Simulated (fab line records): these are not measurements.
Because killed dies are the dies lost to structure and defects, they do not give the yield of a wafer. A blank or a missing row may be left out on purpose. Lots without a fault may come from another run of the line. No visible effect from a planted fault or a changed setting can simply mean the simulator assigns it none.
Which tool did it? || flow nand_harc || Sampling: 12 lots, 36 wafers, 6 of 1302 route steps

## WHAT THE GAUGES SHOWED, per wafer
NHARC_A_CHANNEL_HOLE_D1_CD_MEAS_30.
{"lot": "L311", "measured": "day 9 11:34", "on": "cd_sem-01", "cd_nm (nm)": "89.0 90.9 89.7"}
{"lot": "L312", "measured": "day 9 19:53", "on": "cd_sem-02", "cd_nm (nm)": "90.3 89.6 86.8"}
{"lot": "L314", "measured": "day 10 06:43", "on": "cd_sem-03", "cd_nm (nm)": "88.2 89.3 89.2"}
{"lot": "L315", "measured": "day 11 06:10", "on": "cd_sem-01", "cd_nm (nm)": "88.9 90.6 90.0"}
{"lot": "L317", "measured": "day 11 20:16", "on": "cd_sem-02", "cd_nm (nm)": "91.0 87.2 87.4"}
{"lot": "L324", "measured": "day 14 17:28", "on": "cd_sem-02", "cd_nm (nm)": "92.0 90.7 89.9"}
{"lot": "L325", "measured": "day 14 18:25", "on": "cd_sem-01", "cd_nm (nm)": "92.3 87.1 89.8"}
{"lot": "L326", "measured": "day 15 13:55", "on": "cd_sem-02", "cd_nm (nm)": "92.3 90.7 88.8"}
{"lot": "L328", "measured": "day 16 05:02", "on": "cd_sem-01", "cd_nm (nm)": "90.4 87.9 87.0"}
{"lot": "L331", "measured": "day 17 12:16", "on": "cd_sem-02", "cd_nm (nm)": "89.1 89.9 90.4"}
{"lot": "L330", "measured": "day 17 15:35", "on": "cd_sem-01", "cd_nm (nm)": "89.3 88.5 87.9"}
{"lot": "L332", "measured": "day 18 00:25", "on": "cd_sem-02", "cd_nm (nm)": "88.0 91.0 87.5"}

NHARC_A_CHANNEL_HOLE_D1_INSPECT_40.
{"lot": "L311", "measured": "day 9 11:44", "on": "defect_inspect-02", "raw_defect_count": "114 115 89"}
{"lot": "L312", "measured": "day 9 20:04", "on": "defect_inspect-01", "raw_defect_count": "124 99 125"}
{"lot": "L314", "measured": "day 10 06:53", "on": "defect_inspect-01", "raw_defect_count": "42 106 30"}
{"lot": "L315", "measured": "day 11 06:21", "on": "defect_inspect-01", "raw_defect_count": "470 436 496"}
{"lot": "L317", "measured": "day 11 20:26", "on": "defect_inspect-02", "raw_defect_count": "530 510 518"}
{"lot": "L324", "measured": "day 14 17:38", "on": "defect_inspect-01", "raw_defect_count": "116 98 102"}
{"lot": "L325", "measured": "day 14 18:37", "on": "defect_inspect-01", "raw_defect_count": "80 100 57"}
{"lot": "L326", "measured": "day 15 14:07", "on": "defect_inspect-01", "raw_defect_count": "90 114 111"}
{"lot": "L328", "measured": "day 16 05:14", "on": "defect_inspect-02", "raw_defect_count": "100 127 77"}
{"lot": "L331", "measured": "day 17 12:28", "on": "defect_inspect-01", "raw_defect_count": "85 76 96"}
{"lot": "L330", "measured": "day 17 15:46", "on": "defect_inspect-02", "raw_defect_count": "20 33 41"}
{"lot": "L332", "measured": "day 18 00:36", "on": "defect_inspect-01", "raw_defect_count": "84 78 102"}

NHARC_END_SORT_01.
{"lot": "L315", "measured": "day 26 23:58", "on": "prober-02", "killed_at_array": "113 107 111", "killed_at_other": "1 0 0", "killed_at_periphery": "9 2 6", "killed_dies": "123 109 117", "killed_open": "3 2 4", "killed_short": "3 3 2"}
{"lot": "L317", "measured": "day 27 11:46", "on": "prober-02", "killed_at_array": "102 112 108", "killed_at_other": "0 1 0", "killed_at_periphery": "1 3 1", "killed_dies": "103 116 109", "killed_open": "1 4 4", "killed_short": "2 5 1"}
{"lot": "L324", "measured": "day 30 22:32", "on": "prober-01", "killed_at_array": "76 64", "killed_at_other": "0 2", "killed_at_periphery": "4 1", "killed_dies": "80 67", "killed_open": "3 2", "killed_short": "2 1"}

## EACH LOT AND THE TOOL THAT RAN IT (in order: tool; ch and the chambers of the sampled wafers; start)
{"lot": "L311", "NHARC_A_CHANNEL_HOLE_D1_ETCH_20": "har_etch-02 ch 0, day 9 02:19", "NHARC_A_CHANNEL_HOLE_D1_ETCH_21": "har_etch-02 ch 0, day 9 03:01", "NHARC_A_CHANNEL_HOLE_D1_XSEM_31": "xsem-02 ch 0, day 9 11:39"}
{"lot": "L312", "NHARC_A_CHANNEL_HOLE_D1_ETCH_20": "har_etch-02 ch 0, day 9 10:36", "NHARC_A_CHANNEL_HOLE_D1_ETCH_21": "har_etch-02 ch 0, day 9 11:18", "NHARC_A_CHANNEL_HOLE_D1_XSEM_31": "xsem-02 ch 0, day 9 19:58"}
{"lot": "L314", "NHARC_A_CHANNEL_HOLE_D1_ETCH_20": "har_etch-01 ch 0,1, day 10 01:23", "NHARC_A_CHANNEL_HOLE_D1_ETCH_21": "har_etch-01 ch 0,1, day 10 01:44", "NHARC_A_CHANNEL_HOLE_D1_XSEM_31": "xsem-01 ch 0, day 10 06:48"}
{"lot": "L315", "NHARC_A_CHANNEL_HOLE_D1_ETCH_20": "har_etch-02 ch 0,1, day 11 00:46", "NHARC_A_CHANNEL_HOLE_D1_ETCH_21": "har_etch-02 ch 0,1, day 11 01:04", "NHARC_A_CHANNEL_HOLE_D1_XSEM_31": "xsem-01 ch 0, day 11 06:15"}
{"lot": "L317", "NHARC_A_CHANNEL_HOLE_D1_ETCH_20": "har_etch-02 ch 0,1, day 11 14:53", "NHARC_A_CHANNEL_HOLE_D1_ETCH_21": "har_etch-02 ch 0,1, day 11 15:11", "NHARC_A_CHANNEL_HOLE_D1_XSEM_31": "xsem-01 ch 0, day 11 20:20"}
{"lot": "L324", "NHARC_A_CHANNEL_HOLE_D1_ETCH_20": "har_etch-02 ch 0,1, day 14 12:08", "NHARC_A_CHANNEL_HOLE_D1_ETCH_21": "har_etch-02 ch 0,1, day 14 12:30", "NHARC_A_CHANNEL_HOLE_D1_XSEM_31": "xsem-02 ch 0, day 14 17:33"}
{"lot": "L325", "NHARC_A_CHANNEL_HOLE_D1_ETCH_20": "har_etch-01 ch 0,1, day 14 12:59", "NHARC_A_CHANNEL_HOLE_D1_ETCH_21": "har_etch-01 ch 0,1, day 14 13:18", "NHARC_A_CHANNEL_HOLE_D1_XSEM_31": "xsem-01 ch 0, day 14 18:31"}
{"lot": "L326", "NHARC_A_CHANNEL_HOLE_D1_ETCH_20": "har_etch-02 ch 0,1, day 15 08:29", "NHARC_A_CHANNEL_HOLE_D1_ETCH_21": "har_etch-02 ch 0,1, day 15 08:47", "NHARC_A_CHANNEL_HOLE_D1_XSEM_31": "xsem-02 ch 0, day 15 14:01"}
{"lot": "L328", "NHARC_A_CHANNEL_HOLE_D1_ETCH_20": "har_etch-02 ch 0,1, day 15 23:38", "NHARC_A_CHANNEL_HOLE_D1_ETCH_21": "har_etch-02 ch 0,1, day 15 23:57", "NHARC_A_CHANNEL_HOLE_D1_XSEM_31": "xsem-02 ch 0, day 16 05:08"}
{"lot": "L331", "NHARC_A_CHANNEL_HOLE_D1_ETCH_20": "har_etch-01 ch 0,1, day 17 06:50", "NHARC_A_CHANNEL_HOLE_D1_ETCH_21": "har_etch-01 ch 0,1, day 17 07:09", "NHARC_A_CHANNEL_HOLE_D1_XSEM_31": "xsem-01 ch 0, day 17 12:22"}
{"lot": "L330", "NHARC_A_CHANNEL_HOLE_D1_ETCH_20": "har_etch-02 ch 0,1, day 17 10:10", "NHARC_A_CHANNEL_HOLE_D1_ETCH_21": "har_etch-02 ch 0,1, day 17 10:30", "NHARC_A_CHANNEL_HOLE_D1_XSEM_31": "xsem-02 ch 0, day 17 15:40"}
{"lot": "L332", "NHARC_A_CHANNEL_HOLE_D1_ETCH_20": "har_etch-01 ch 0,1, day 17 19:01", "NHARC_A_CHANNEL_HOLE_D1_ETCH_21": "har_etch-01 ch 0,1, day 17 19:20", "NHARC_A_CHANNEL_HOLE_D1_XSEM_31": "xsem-02 ch 0, day 18 00:30"}
- NHARC_A_CHANNEL_HOLE_D1_ETCH_20: etches the open film in C4F8/O2/Ar, time 361.9 s, target depth 1600 nm.
- NHARC_A_CHANNEL_HOLE_D1_ETCH_21: etches the open film in C4F8/O2/Ar, time 514.3 s, target depth 1600 nm.
- NHARC_A_CHANNEL_HOLE_D1_XSEM_31

## WHAT THE TOOLS THEMSELVES READ (means of the sampled wafers that have a number; where no wafer has one, the mark that the record gives instead)
NHARC_A_CHANNEL_HOLE_D1_ETCH_20.
{"lot": "L311", "tool": "har_etch-02", "drypump_motor_current_A (A)": 5.3, "showerhead_plenum_p_Torr (Torr)": 3.56, "temp_c (C)": -19.99, "throttle_valve_pct (%)": 32.157}
{"lot": "L312", "tool": "har_etch-02", "drypump_motor_current_A (A)": 5.3, "showerhead_plenum_p_Torr (Torr)": 3.56, "temp_c (C)": -19.95, "throttle_valve_pct (%)": 32.151}
{"lot": "L314", "tool": "har_etch-01", "drypump_motor_current_A (A)": 6.5, "showerhead_plenum_p_Torr (Torr)": 3.63, "temp_c (C)": -19.98, "throttle_valve_pct (%)": 32.155}
{"lot": "L315", "tool": "har_etch-02", "drypump_motor_current_A (A)": 5.8, "showerhead_plenum_p_Torr (Torr)": 3.54, "temp_c (C)": -20.01, "throttle_valve_pct (%)": 32.151}
{"lot": "L317", "tool": "har_etch-02", "drypump_motor_current_A (A)": 5.6, "showerhead_plenum_p_Torr (Torr)": 3.53, "temp_c (C)": -20.01, "throttle_valve_pct (%)": 32.158}
{"lot": "L324", "tool": "har_etch-02", "drypump_motor_current_A (A)": 5.8, "showerhead_plenum_p_Torr (Torr)": 3.51, "temp_c (C)": -20.08, "throttle_valve_pct (%)": 32.150}
{"lot": "L325", "tool": "har_etch-01", "drypump_motor_current_A (A)": 6.5, "showerhead_plenum_p_Torr (Torr)": 3.59, "temp_c (C)": -19.89, "throttle_valve_pct (%)": 32.159}
{"lot": "L326", "tool": "har_etch-02", "drypump_motor_current_A (A)": 5.8, "showerhead_plenum_p_Torr (Torr)": 3.51, "temp_c (C)": -20.02, "throttle_valve_pct (%)": 32.152}
{"lot": "L328", "tool": "har_etch-02", "drypump_motor_current_A (A)": 5.8, "showerhead_plenum_p_Torr (Torr)": 3.50, "temp_c (C)": -19.89, "throttle_valve_pct (%)": 32.156}
{"lot": "L331", "tool": "har_etch-01", "drypump_motor_current_A (A)": 6.6, "showerhead_plenum_p_Torr (Torr)": 3.62, "temp_c (C)": -19.98, "throttle_valve_pct (%)": 32.151}
{"lot": "L330", "tool": "har_etch-02", "drypump_motor_current_A (A)": 5.8, "showerhead_plenum_p_Torr (Torr)": 3.93, "temp_c (C)": -20.04, "throttle_valve_pct (%)": 32.164}
{"lot": "L332", "tool": "har_etch-01", "drypump_motor_current_A (A)": 6.5, "showerhead_plenum_p_Torr (Torr)": 3.57, "temp_c (C)": -20.00, "throttle_valve_pct (%)": 32.155}

NHARC_A_CHANNEL_HOLE_D1_ETCH_21.
{"lot": "L311", "tool": "har_etch-02", "drypump_motor_current_A (A)": 5.3, "showerhead_plenum_p_Torr (Torr)": 3.56, "temp_c (C)": -19.95, "throttle_valve_pct (%)": 32.157}
{"lot": "L312", "tool": "har_etch-02", "drypump_motor_current_A (A)": 5.3, "showerhead_plenum_p_Torr (Torr)": 3.56, "temp_c (C)": -19.93, "throttle_valve_pct (%)": 32.153}
{"lot": "L314", "tool": "har_etch-01", "drypump_motor_current_A (A)": 6.5, "showerhead_plenum_p_Torr (Torr)": 3.63, "temp_c (C)": -19.88, "throttle_valve_pct (%)": 32.158}
{"lot": "L315", "tool": "har_etch-02", "drypump_motor_current_A (A)": 5.8, "showerhead_plenum_p_Torr (Torr)": 3.54, "temp_c (C)": -20.00, "throttle_valve_pct (%)": 32.163}
{"lot": "L317", "tool": "har_etch-02", "drypump_motor_current_A (A)": 5.6, "showerhead_plenum_p_Torr (Torr)": 3.53, "temp_c (C)": -19.95, "throttle_valve_pct (%)": 32.163}
{"lot": "L324", "tool": "har_etch-02", "drypump_motor_current_A (A)": 5.8, "showerhead_plenum_p_Torr (Torr)": 3.51, "temp_c (C)": -20.01, "throttle_valve_pct (%)": 32.162}
{"lot": "L325", "tool": "har_etch-01", "drypump_motor_current_A (A)": 6.5, "showerhead_plenum_p_Torr (Torr)": 3.59, "temp_c (C)": -19.98, "throttle_valve_pct (%)": 32.156}
{"lot": "L326", "tool": "har_etch-02", "drypump_motor_current_A (A)": 5.8, "showerhead_plenum_p_Torr (Torr)": 3.51, "temp_c (C)": -20.07, "throttle_valve_pct (%)": 32.160}
{"lot": "L328", "tool": "har_etch-02", "drypump_motor_current_A (A)": 5.8, "showerhead_plenum_p_Torr (Torr)": 3.50, "temp_c (C)": -19.94, "throttle_valve_pct (%)": 32.161}
{"lot": "L331", "tool": "har_etch-01", "drypump_motor_current_A (A)": 6.5, "showerhead_plenum_p_Torr (Torr)": 3.62, "temp_c (C)": -20.08, "throttle_valve_pct (%)": 32.157}
{"lot": "L330", "tool": "har_etch-02", "drypump_motor_current_A (A)": 5.8, "showerhead_plenum_p_Torr (Torr)": 3.93, "temp_c (C)": -20.07, "throttle_valve_pct (%)": 32.156}
{"lot": "L332", "tool": "har_etch-01", "drypump_motor_current_A (A)": 6.5, "showerhead_plenum_p_Torr (Torr)": 3.57, "temp_c (C)": -19.96, "throttle_valve_pct (%)": 32.158}

NHARC_A_CHANNEL_HOLE_D1_XSEM_31.
{"lot": "L311", "tool": "xsem-02", "bot_cd_nm (nm)": 74.7, "bow_nm (nm)": 8.65, "tilt_deg (degrees)": 0.06}
{"lot": "L312", "tool": "xsem-02", "bot_cd_nm (nm)": 73.2, "bow_nm (nm)": 8.76, "tilt_deg (degrees)": 0.06}
{"lot": "L314", "tool": "xsem-01", "bot_cd_nm (nm)": 75.3, "bow_nm (nm)": 9.11, "tilt_deg (degrees)": 0.12}
{"lot": "L315", "tool": "xsem-01", "bot_cd_nm (nm)": 74.2, "bow_nm (nm)": 9.20, "tilt_deg (degrees)": 0.13}
{"lot": "L317", "tool": "xsem-01", "bot_cd_nm (nm)": 73.6, "bow_nm (nm)": 8.45, "tilt_deg (degrees)": 0.00}
{"lot": "L324", "tool": "xsem-02", "bot_cd_nm (nm)": 76.0, "bow_nm (nm)": 8.06, "tilt_deg (degrees)": 0.04}
{"lot": "L325", "tool": "xsem-01", "bot_cd_nm (nm)": 75.3, "bow_nm (nm)": 8.21, "tilt_deg (degrees)": 0.08}
{"lot": "L326", "tool": "xsem-02", "bot_cd_nm (nm)": 75.1, "bow_nm (nm)": 8.63, "tilt_deg (degrees)": 0.03}
{"lot": "L328", "tool": "xsem-02", "bot_cd_nm (nm)": 72.7, "bow_nm (nm)": 8.82, "tilt_deg (degrees)": 0.08}
{"lot": "L331", "tool": "xsem-01", "bot_cd_nm (nm)": 74.4, "bow_nm (nm)": 8.65, "tilt_deg (degrees)": 0.06}
{"lot": "L330", "tool": "xsem-02", "bot_cd_nm (nm)": 73.7, "bow_nm (nm)": 8.68, "tilt_deg (degrees)": 0.18}
{"lot": "L332", "tool": "xsem-02", "bot_cd_nm (nm)": 72.7, "bow_nm (nm)": 8.65, "tilt_deg (degrees)": 0.12}

## THE ANSWER, worked out from the rows above alone
Rule: the usual values come from the lots themselves. The widest of any qualifying gaps counts: lots, ordered by their means at a reading, are off when they make up no more than a third of the lots, leave a main group of 4 or more, and stand apart from it by 3 or more times the standard deviation of that group's means. The tables above print the reading to a certain number of digits; a main group whose means all agree to those digits is not used. Also off: a lot with no number at a reading for which 4 or more lots have one. Any other lot the step has rows for is counted as sound. The gauges are gone through in route order, then the tools' own readings, and for those a lot's mean is taken as printed above. The first step at which some lot is off is used, and at that step the reading that is off furthest; a lot without a number counts as furthest.
Off: L315, L317 (NHARC_A_CHANNEL_HOLE_D1_INSPECT_40, raw_defect_count). The main group has a mean of 88 with a standard deviation of 24.
A tool fits if, at a process step before that reading, it ran every lot that is off, and no sound lot after the first of them. Those tools and the gauges at NHARC_A_CHANNEL_HOLE_D1_INSPECT_40 are tried in the same way. Of those tried, none fits.

## WHAT THE SIMULATOR PUT IN
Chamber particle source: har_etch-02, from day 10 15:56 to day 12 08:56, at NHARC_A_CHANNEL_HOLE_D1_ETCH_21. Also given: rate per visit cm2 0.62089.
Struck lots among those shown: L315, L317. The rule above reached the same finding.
